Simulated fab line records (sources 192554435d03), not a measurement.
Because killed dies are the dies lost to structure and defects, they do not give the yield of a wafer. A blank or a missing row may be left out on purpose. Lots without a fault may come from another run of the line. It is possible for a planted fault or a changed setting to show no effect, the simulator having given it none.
Split-lot experiment + flow n5Finfet + 21 wafers read from 7 lots, route of 1938 steps

ON THE SPLIT
At N5_HKMG_FIN_ETCH_54 (etches SiARC in CF4, target depth 45.5 nm, time 75.8 s), the setting sourceW was moved away from the recipe's 545 W on 11 of the 21 wafers read, by -6.1% to +14.8%. This setting was run at the recipe's value on the other wafers.

The reading comes from the split's own step.

THE READING
rfVppV, in V, at N5_HKMG_FIN_ETCH_54 (etches SiARC in CF4, target depth 45.5 nm, time 75.8 s). On this fab line, fault-free wafers typically give 184.2 V with a standard deviation of 1.2 V.

| wafer  | tool, chamber at the split | sourceW as run, W | against the recipe | rfVppV, V | against lot-mates on the recipe |
|--------|----------------------------|-------------------|--------------------|-----------|---------------------------------|
| L079.2 | rieDiel-05, 1              | 545               | recipe             | 183.1     | -                               |
| L079.4 | rieDiel-05, 3              | 545               | recipe             | 181.6     | -                               |
| L079.5 | rieDiel-05, 1              | 545               | recipe             | 184.3     | -                               |
| L081.3 | rieDiel-06, 0              | 606.8             | +11.3%             | 177.2     | -6.9                            |
| L081.4 | rieDiel-06, 1              | 606.8             | +11.3%             | 178.0     | -6.1                            |
| L081.5 | rieDiel-06, 0              | 545               | recipe             | 184.1     | -                               |
| L082.1 | rieDiel-02, 2              | 545               | recipe             | 184.4     | -                               |
| L082.4 | rieDiel-02, 3              | 545               | recipe             | 186.2     | -                               |
| L082.5 | rieDiel-02, 0              | 545               | recipe             | 183.5     | -                               |
| L083.1 | rieDiel-05, 1              | 545               | recipe             | 184.7     | -                               |
| L083.3 | rieDiel-05, 2              | 625.6             | +14.8%             | 177.7     | -7.0                            |
| L083.5 | rieDiel-05, 2              | 625.6             | +14.8%             | 178.8     | -5.9                            |
| L088.2 | rieDiel-06, 2              | 603               | +10.6%             | 180.1     | no lot-mate on the recipe       |
| L088.3 | rieDiel-06, 3              | 603               | +10.6%             | 177.9     | no lot-mate on the recipe       |
| L088.6 | rieDiel-06, 3              | 603               | +10.6%             | 176.5     | no lot-mate on the recipe       |
| L089.4 | rieDiel-02, 0              | 511.8             | -6.1%              | 189.4     | no lot-mate on the recipe       |
| L089.5 | rieDiel-02, 3              | 511.8             | -6.1%              | 187.2     | no lot-mate on the recipe       |
| L089.6 | rieDiel-02, 2              | 511.8             | -6.1%              | 188.7     | no lot-mate on the recipe       |
| L091.3 | rieDiel-02, 0              | 545               | recipe             | 183.3     | -                               |
| L091.4 | rieDiel-02, 2              | 573.5             | +5.2%              | 181.7     | -2.4                            |
| L091.6 | rieDiel-02, 0              | 545               | recipe             | 184.9     | -                               |

THE FIT
A straight line over all 21 wafers: rfVppV changes by -0.526 V for each +1% of sourceW; r = -0.94; the points scatter about the line by 1.4 V.
The same after taking each lot's own level away (the mean of its wafers on the recipe; 15 wafers): -0.483 V for each +1%; r = -0.95; scatter 0.99 V.
That fit puts the effect of the largest move of sourceW on the reading at 7.1 V.
Across the lots, their own levels run from 183.00 to 184.70 V, a range of 1.4 times the standard deviation given above.
Hence the lot-to-lot level has little effect on the slope; both slopes agree.
Check: -7.26 V against its lot-mates is what the line predicts for one of the wafers moved furthest among these (+14.8%) when that wafer is left out of the fit. It came out at -7 V against them.
Tool readings at the split's step, against how far the setting was moved: rfVppV r = -0.94.

FURTHER SPLITS ON THESE WAFERS
Note: prior to the reading, these wafers also went through further splits. Each is held against what the fit with the lots' levels taken away leaves over:
| other split on the same wafers | wafers away from the commonest value | r with rfVppV (lot level and that fit taken away) |
|--------------------------------|--------------------------------------|---------------------------------------------------|
| N5_SDB_COAT_03 spinRpm         | 4                                    | -0.17                                             |

THE FILE'S OWN FIT
rfVppV changes by -0.482 V for each +1% of sourceW, r = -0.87.
